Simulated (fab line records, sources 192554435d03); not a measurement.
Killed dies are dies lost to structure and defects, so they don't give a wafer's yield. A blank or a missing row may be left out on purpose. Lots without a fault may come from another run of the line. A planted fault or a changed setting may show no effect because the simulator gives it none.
Which tool did it? | flow n5_finfet | 24 lots, 72 wafers sampled, at 6 steps of a route of 1938

WHAT THE GAUGES READ, wafer by wafer
The record holds no reading of a measuring or inspecting step that can be judged against a usual standard deviation.

WHICH TOOL RAN EACH LOT (tool, then ch and the chambers of the sampled wafers, then the start)
lot  | N5_BEOL_M1_ETCHBACK_99             | N5_BEOL_M1_VIA_ETCH_34             | N5_BEOL_M1_SURFACE_TREAT_85  | N5_BEOL_M1_ANNEAL_91         | N5_BEOL_M1_SPUTTER_96        | N5_BEOL_M1_CO_CAP_55
L074 | rie_diel-06 ch 1,3, day 6 11:29    | rie_diel-06 ch 1,3, day 6 11:38    | pvd_sputter-01, day 6 12:34  | pvd_sputter-01, day 6 14:02  | pvd_sputter-01, day 6 14:37  | cvd_co-02 ch 0, day 6 15:31
L075 | rie_diel-05 ch 0,2, day 6 14:45    | rie_diel-05 ch 0,2, day 6 14:53    | pvd_sputter-02, day 6 15:43  | pvd_sputter-02, day 6 17:13  | pvd_sputter-02, day 6 17:50  | cvd_co-01 ch 0,1,2, day 6 18:43
L076 | rie_diel-01 ch 1,2,3, day 6 23:53  | rie_diel-01 ch 1,2,3, day 7 00:01  | pvd_sputter-02, day 7 01:07  | pvd_sputter-01, day 7 02:37  | pvd_sputter-01, day 7 03:15  | cvd_co-02 ch 0,1,2, day 7 04:07
L077 | rie_diel-01 ch 1,2,3, day 7 03:08  | rie_diel-01 ch 1,2,3, day 7 03:17  | pvd_sputter-01, day 7 04:17  | pvd_sputter-02, day 7 05:43  | pvd_sputter-02, day 7 06:17  | cvd_co-02 ch 1,2, day 7 07:09
L078 | rie_diel-01 ch 0,3, day 7 08:19    | rie_diel-01 ch 0,3, day 7 08:27    | pvd_sputter-03, day 7 09:18  | pvd_sputter-02, day 7 10:50  | pvd_sputter-02, day 7 11:25  | cvd_co-02 ch 1,2, day 7 12:20
L079 | rie_diel-05 ch 0,2,3, day 7 11:19  | rie_diel-05 ch 0,2,3, day 7 11:28  | pvd_sputter-03, day 7 12:44  | pvd_sputter-02, day 7 14:13  | pvd_sputter-02, day 7 14:47  | cvd_co-01 ch 0,1,2, day 7 15:40
L080 | rie_diel-06 ch 0,1,3, day 7 17:46  | rie_diel-06 ch 0,1,3, day 7 17:54  | pvd_sputter-02, day 7 18:58  | pvd_sputter-01, day 7 20:36  | pvd_sputter-01, day 7 21:11  | cvd_co-02 ch 1,2, day 7 22:02
L082 | rie_diel-01 ch 0,2,3, day 7 22:37  | rie_diel-01 ch 0,2,3, day 7 22:45  | pvd_sputter-03, day 7 23:35  | pvd_sputter-03, day 8 00:59  | pvd_sputter-03, day 8 01:34  | cvd_co-01 ch 0,2, day 8 02:26
L081 | rie_diel-01 ch 1,2,3, day 8 07:14  | rie_diel-01 ch 1,2,3, day 8 07:22  | pvd_sputter-03, day 8 08:19  | pvd_sputter-01, day 8 09:47  | pvd_sputter-01, day 8 10:22  | cvd_co-01 ch 1,2, day 8 11:14
L083 | rie_diel-05 ch 0,3, day 8 07:20    | rie_diel-05 ch 0,3, day 8 07:28    | pvd_sputter-01, day 8 08:24  | pvd_sputter-03, day 8 09:54  | pvd_sputter-03, day 8 10:29  | cvd_co-02 ch 0,1,2, day 8 11:27
L084 | rie_diel-01 ch 0,1,2, day 8 16:54  | rie_diel-01 ch 0,1,2, day 8 17:02  | pvd_sputter-03, day 8 18:07  | pvd_sputter-01, day 8 19:32  | pvd_sputter-01, day 8 20:07  | cvd_co-01 ch 0,2, day 8 21:01
L085 | rie_diel-05 ch 0,1,3, day 11 09:52 | rie_diel-05 ch 0,1,3, day 11 10:00 | pvd_sputter-01, day 11 10:47 | pvd_sputter-01, day 11 12:13 | pvd_sputter-01, day 11 12:48 | cvd_co-01 ch 1,2, day 11 13:40
L088 | rie_diel-01 ch 2,3, day 11 10:01   | rie_diel-01 ch 2,3, day 11 10:10   | pvd_sputter-01, day 11 11:00 | pvd_sputter-03, day 11 12:27 | pvd_sputter-03, day 11 13:02 | cvd_co-02 ch 0,1,2, day 11 13:54
L095 | rie_diel-06 ch 0,1,3, day 11 10:30 | rie_diel-06 ch 0,1,3, day 11 10:38 | pvd_sputter-02, day 11 11:34 | pvd_sputter-02, day 11 13:59 | pvd_sputter-02, day 11 14:34 | cvd_co-01 ch 0,1, day 11 15:26
L094 | rie_diel-05 ch 0,1,2, day 11 12:37 | rie_diel-05 ch 0,1,2, day 11 12:46 | pvd_sputter-01, day 11 13:49 | pvd_sputter-01, day 11 15:22 | pvd_sputter-01, day 11 15:56 | cvd_co-01 ch 0,1, day 11 16:49
L089 | rie_diel-01 ch 0,2,3, day 11 12:52 | rie_diel-01 ch 0,2,3, day 11 12:59 | pvd_sputter-03, day 11 14:21 | pvd_sputter-02, day 11 15:55 | pvd_sputter-02, day 11 16:30 | cvd_co-01 ch 0,1, day 11 17:23
L090 | rie_diel-06 ch 1,3, day 11 15:01   | rie_diel-06 ch 1,3, day 11 15:09   | pvd_sputter-01, day 11 16:01 | pvd_sputter-03, day 11 17:27 | pvd_sputter-03, day 11 18:02 | cvd_co-02 ch 0,1, day 11 18:53
L091 | rie_diel-06 ch 0,1,2, day 11 15:55 | rie_diel-06 ch 0,1,2, day 11 16:04 | pvd_sputter-02, day 11 16:53 | pvd_sputter-01, day 11 18:17 | pvd_sputter-01, day 11 18:52 | cvd_co-02 ch 0,1,2, day 11 19:44
L092 | rie_diel-01 ch 2,3, day 11 16:04   | rie_diel-01 ch 2,3, day 11 16:13   | pvd_sputter-02, day 11 17:05 | pvd_sputter-02, day 11 18:45 | pvd_sputter-02, day 11 19:20 | cvd_co-01 ch 0,2, day 11 20:11
L087 | rie_diel-06 ch 0,1,3, day 11 16:22 | rie_diel-06 ch 0,1,3, day 11 16:30 | pvd_sputter-02, day 11 17:32 | pvd_sputter-03, day 11 19:17 | pvd_sputter-03, day 11 19:52 | cvd_co-01 ch 0,1,2, day 11 20:55
L093 | rie_diel-06 ch 0,1,3, day 11 18:59 | rie_diel-06 ch 0,1,3, day 11 19:07 | pvd_sputter-03, day 11 20:37 | pvd_sputter-03, day 11 22:02 | pvd_sputter-03, day 11 22:37 | cvd_co-01 ch 0,1, day 11 23:28
L086 | rie_diel-01 ch 0,2,3, day 11 22:16 | rie_diel-01 ch 0,2,3, day 11 22:25 | pvd_sputter-02, day 11 23:29 | pvd_sputter-01, day 12 00:59 | pvd_sputter-01, day 12 01:34 | cvd_co-01 ch 0,1,2, day 12 02:28
L096 | rie_diel-05 ch 0,1,2, day 11 22:21 | rie_diel-05 ch 0,1,2, day 11 22:29 | pvd_sputter-02, day 11 23:32 | pvd_sputter-03, day 12 01:10 | pvd_sputter-03, day 12 01:45 | cvd_co-02 ch 1,2, day 12 02:37
L097 | rie_diel-05 ch 2,3, day 12 15:58   | rie_diel-05 ch 2,3, day 12 16:06   | pvd_sputter-02, day 12 17:21 | pvd_sputter-01, day 12 19:11 | pvd_sputter-01, day 12 19:46 | cvd_co-01 ch 0,2, day 12 20:46
- N5_BEOL_M1_ETCHBACK_99: etches SiO2 in CHF3, target depth 5 nm, time 10.4 s.
- N5_BEOL_M1_VIA_ETCH_34: etches the open film in C4F6/O2, target depth 67.8 nm, time 64.4 s.
- N5_BEOL_M1_SURFACE_TREAT_85
- N5_BEOL_M1_ANNEAL_91: time 240 s.
- N5_BEOL_M1_SPUTTER_96: material Cu, target thk 4.5 nm, time 8.29 s.
- N5_BEOL_M1_CO_CAP_55: material Co, precursor CCTBA/H2, target thk 2 nm, time 102.1 s.

WHAT THE TOOLS THEMSELVES READ (means of the sampled wafers that have a number; where no wafer has one, the mark that the record gives instead)
N5_BEOL_M1_ETCHBACK_99. Usual: drypump_motor_current_A 5.6 A, standard deviation 0.69; mfc_ar_sccm 200.1 sccm, standard deviation 0.58; oes_product_au 0.75 a.u., standard deviation 0.066; rf_vpp_V 242 V, standard deviation 5; showerhead_plenum_p_Torr 2.17 Torr, standard deviation 0.067; throttle_valve_pct 17.21 %, standard deviation 0.22.
lot  | tool        | drypump_motor_current_A (A) | mfc_ar_sccm (sccm) | oes_product_au (a.u.) | rf_vpp_V (V) | showerhead_plenum_p_Torr (Torr) | throttle_valve_pct (%) | flag
L074 | rie_diel-06 | 5.4                         | 199.9              | 0.75                  | 239          | 2.15                            | 17.19                  |
L075 | rie_diel-05 | 6.2                         | 199.4              | 0.71                  | 242          | 2.12                            | 17.41                  |
L076 | rie_diel-01 | 5.2                         | 199.7              | 0.73                  | 244          | 2.17                            | 17.25                  |
L077 | rie_diel-01 | 5.2                         | 200.3              | 0.72                  | 245          | 2.17                            | 17.26                  |
L078 | rie_diel-01 | 4.9                         | 199.8              | 0.75                  | 248          | 2.20                            | 17.28                  |
L079 | rie_diel-05 | 5.6                         | 199.7              | 0.79                  | 241          | 2.19                            | 17.22                  |
L080 | rie_diel-06 | 5.7                         | 200.3              | 0.76                  | 238          | 2.18                            | 17.04                  |
L082 | rie_diel-01 | 5.1                         | 200.1              | 0.75                  | 247          | 2.17                            | 17.31                  |
L081 | rie_diel-01 | 5.2                         | 199.4              | 0.72                  | 245          | 2.17                            | 17.27                  |
L083 | rie_diel-05 | 5.5                         | 200.2              | 0.85                  | 240          | 2.21                            | 17.16                  |
L084 | rie_diel-01 | 5.3                         | 200.0              | 0.74                  | 248          | 2.20                            | 17.24                  |
L085 | rie_diel-05 | 6.1                         | 200.2              | 0.76                  | 238          | 2.13                            | 17.34                  |
L088 | rie_diel-01 | 5.0                         | 199.6              | 0.71                  | 244          | 2.13                            | 17.40                  |
L095 | rie_diel-06 | 5.7                         | 200.3              | 0.75                  | 240          | 2.17                            | 17.08                  |
L094 | rie_diel-05 | 6.2                         | 200.0              | 0.69                  | 240          | 2.11                            | 17.41                  |
L089 | rie_diel-01 | 5.1                         | 199.8              | 0.72                  | 248          | 2.16                            | 17.36                  |
L090 | rie_diel-06 | 5.4                         | 200.3              | 0.71                  | 239          | 2.14                            | 17.25                  |
L091 | rie_diel-06 | 6.1                         | 200.8              | 0.80                  | 239          | 2.16                            | 16.92                  |
L092 | rie_diel-01 | 5.3                         | 200.6              | 0.72                  | 248          | 2.14                            | 17.39                  |
L087 | rie_diel-06 | 5.8                         | 200.1              | 0.74                  | 240          | 2.17                            | 17.07                  |
L093 | rie_diel-06 | 5.8                         | 200.1              | 0.74                  | 239          | 2.17                            | 17.10                  |
L086 | rie_diel-01 | 5.1                         | 200.2              | 0.73                  | 247          | 2.16                            | 17.38                  |
L096 | rie_diel-05 | 6.2                         | 199.9              | 0.69                  | 239          | 2.11                            | 17.40                  |
L097 | rie_diel-05 | 5.1                         | 200.0              | 0.81                  | 238          | 2.25                            | 17.10                  |

N5_BEOL_M1_VIA_ETCH_34. Usual: drypump_motor_current_A 5.6 A, standard deviation 0.69; mfc_ar_sccm 300.0 sccm, standard deviation 0.85; oes_product_au 0.75 a.u., standard deviation 0.067; rf_vpp_V 670 V, standard deviation 14; showerhead_plenum_p_Torr 2.86 Torr, standard deviation 0.086; throttle_valve_pct 30.89 %, standard deviation 0.29.
lot  | tool        | drypump_motor_current_A (A) | mfc_ar_sccm (sccm) | oes_product_au (a.u.) | rf_vpp_V (V) | showerhead_plenum_p_Torr (Torr) | throttle_valve_pct (%) | flag
L074 | rie_diel-06 | 5.4                         | 300.3              | 0.74                  | 662          | 2.85                            | 30.86                  |
L075 | rie_diel-05 | 6.2                         | 299.9              | 0.71                  | 670          | 2.80                            | 31.14                  |
L076 | rie_diel-01 | 5.2                         | 299.9              | 0.73                  | 677          | 2.87                            | 30.92                  |
L077 | rie_diel-01 | 5.2                         | 299.3              | 0.73                  | 677          | 2.87                            | 30.93                  |
L078 | rie_diel-01 | 4.9                         | 299.0              | 0.76                  | 685          | 2.90                            | 30.97                  |
L079 | rie_diel-05 | 5.7                         | 299.8              | 0.78                  | 665          | 2.89                            | 30.94                  |
L080 | rie_diel-06 | 5.7                         | 301.1              | 0.76                  | 661          | 2.88                            | 30.63                  |
L082 | rie_diel-01 | 5.1                         | 300.5              | 0.75                  | 684          | 2.87                            | 31.03                  |
L081 | rie_diel-01 | 5.2                         | 301.0              | 0.72                  | 677          | 2.86                            | 30.94                  |
L083 | rie_diel-05 | 5.5                         | 300.0              | 0.86                  | 664          | 2.91                            | 30.86                  |
L084 | rie_diel-01 | 5.3                         | 300.1              | 0.74                  | 685          | 2.91                            | 30.90                  |
L085 | rie_diel-05 | 6.1                         | 299.6              | 0.76                  | 660          | 2.81                            | 31.09                  |
L088 | rie_diel-01 | 5.0                         | 300.0              | 0.71                  | 676          | 2.81                            | 31.10                  |
L095 | rie_diel-06 | 5.8                         | 300.0              | 0.74                  | 661          | 2.87                            | 30.65                  |
L094 | rie_diel-05 | 6.2                         | 300.1              | 0.69                  | 663          | 2.79                            | 31.17                  |
L089 | rie_diel-01 | 5.1                         | 300.0              | 0.73                  | 684          | 2.85                            | 31.06                  |
L090 | rie_diel-06 | 5.4                         | 299.1              | 0.71                  | 661          | 2.83                            | 30.89                  |
L091 | rie_diel-06 | 6.1                         | 300.2              | 0.79                  | 661          | 2.85                            | 30.50                  |
L092 | rie_diel-01 | 5.3                         | 300.2              | 0.72                  | 682          | 2.82                            | 31.10                  |
L087 | rie_diel-06 | 5.7                         | 300.0              | 0.74                  | 661          | 2.87                            | 30.64                  |
L093 | rie_diel-06 | 5.8                         | 299.6              | 0.74                  | 661          | 2.87                            | 30.65                  |
L086 | rie_diel-01 | 5.1                         | 300.4              | 0.72                  | 684          | 2.85                            | 31.07                  |
L096 | rie_diel-05 | 6.2                         | 300.4              | 0.69                  | 662          | 2.79                            | 31.18                  |
L097 | rie_diel-05 | 5.0                         | 300.0              | 0.81                  | 661          | 2.97                            | 30.77                  |

N5_BEOL_M1_ANNEAL_91. Usual: heater_power_w 829 W, standard deviation 46.
lot  | tool           | heater_power_w (W) | flag
L074 | pvd_sputter-01 | 803                |
L075 | pvd_sputter-02 | 805                |
L076 | pvd_sputter-01 | 811                |
L077 | pvd_sputter-02 | 780                |
L078 | pvd_sputter-02 | 784                |
L079 | pvd_sputter-02 | 827                |
L080 | pvd_sputter-01 | 797                |
L082 | pvd_sputter-03 | 868                |
L081 | pvd_sputter-01 | 826                |
L083 | pvd_sputter-03 | 868                |
L084 | pvd_sputter-01 | 810                |
L085 | pvd_sputter-01 | 796                |
L088 | pvd_sputter-03 | 862                |
L095 | pvd_sputter-02 | 803                |
L094 | pvd_sputter-01 | 837                |
L089 | pvd_sputter-02 | 808                |
L090 | pvd_sputter-03 | 866                |
L091 | pvd_sputter-01 | 809                |
L092 | pvd_sputter-02 | 829                |
L087 | pvd_sputter-03 | 867                |
L093 | pvd_sputter-03 | 874                |
L086 | pvd_sputter-01 | 816                |
L096 | pvd_sputter-03 | 870                |
L097 | pvd_sputter-01 | 825                |

N5_BEOL_M1_SPUTTER_96. Usual: throttle_valve_pct 29.9 %, standard deviation 0.95.
lot  | tool           | throttle_valve_pct (%) | flag
L074 | pvd_sputter-01 | 30.1                   |
L075 | pvd_sputter-02 | 30.1                   |
L076 | pvd_sputter-01 | 30.6                   |
L077 | pvd_sputter-02 | 30.0                   |
L078 | pvd_sputter-02 | 29.6                   |
L079 | pvd_sputter-02 | 29.4                   |
L080 | pvd_sputter-01 | 30.6                   |
L082 | pvd_sputter-03 | 30.1                   |
L081 | pvd_sputter-01 | 30.6                   |
L083 | pvd_sputter-03 | 29.5                   |
L084 | pvd_sputter-01 | 30.5                   |
L085 | pvd_sputter-01 | 30.7                   |
L088 | pvd_sputter-03 | 29.5                   |
L095 | pvd_sputter-02 | 29.5                   |
L094 | pvd_sputter-01 | 30.3                   |
L089 | pvd_sputter-02 | 29.6                   |
L090 | pvd_sputter-03 | 30.1                   |
L091 | pvd_sputter-01 | 30.4                   |
L092 | pvd_sputter-02 | 29.4                   |
L087 | pvd_sputter-03 | 29.5                   |
L093 | pvd_sputter-03 | 30.4                   |
L086 | pvd_sputter-01 | 30.2                   |
L096 | pvd_sputter-03 | 30.3                   |
L097 | pvd_sputter-01 | 30.2                   |

N5_BEOL_M1_CO_CAP_55. Usual: heater_power_w 222 W, standard deviation 18.
lot  | tool      | heater_power_w (W) | flag
L074 | cvd_co-02 | 246                |
L075 | cvd_co-01 | 212                |
L076 | cvd_co-02 | 232                |
L077 | cvd_co-02 | 231                |
L078 | cvd_co-02 | 234                |
L079 | cvd_co-01 | 211                |
L080 | cvd_co-02 | 218                |
L082 | cvd_co-01 | 205                |
L081 | cvd_co-01 | 225                |
L083 | cvd_co-02 | 232                |
L084 | cvd_co-01 | 203                |
L085 | cvd_co-01 | 216                |
L088 | cvd_co-02 | 231                |
L095 | cvd_co-01 | 222                |
L094 | cvd_co-01 | 209                |
L089 | cvd_co-01 | 220                |
L090 | cvd_co-02 | 246                |
L091 | cvd_co-02 | 235                |
L092 | cvd_co-01 | 211                |
L087 | cvd_co-01 | 214                |
L093 | cvd_co-01 | 222                |
L086 | cvd_co-01 | 213                |
L096 | cvd_co-02 | 231                |
L097 | cvd_co-01 | 207                |

THE ANSWER, worked out from the rows above alone
Rule: a lot is off if the mean of its wafers that have a number lies more than 3 standard deviations from the usual mean. A lot without any number at a reading at which 4 lots or more have one is off too. The other lots that the step has rows for count as sound. The gauges are gone through in route order, then the tools' own readings, and for those a lot's mean is taken as printed above. The first step at which some lot is off is used, and at that step the reading that is off furthest; a lot without a number counts as furthest.
No lot is off at any reading shown: from this, nothing can be told.

WHAT THE SIMULATOR HAD PUT IN
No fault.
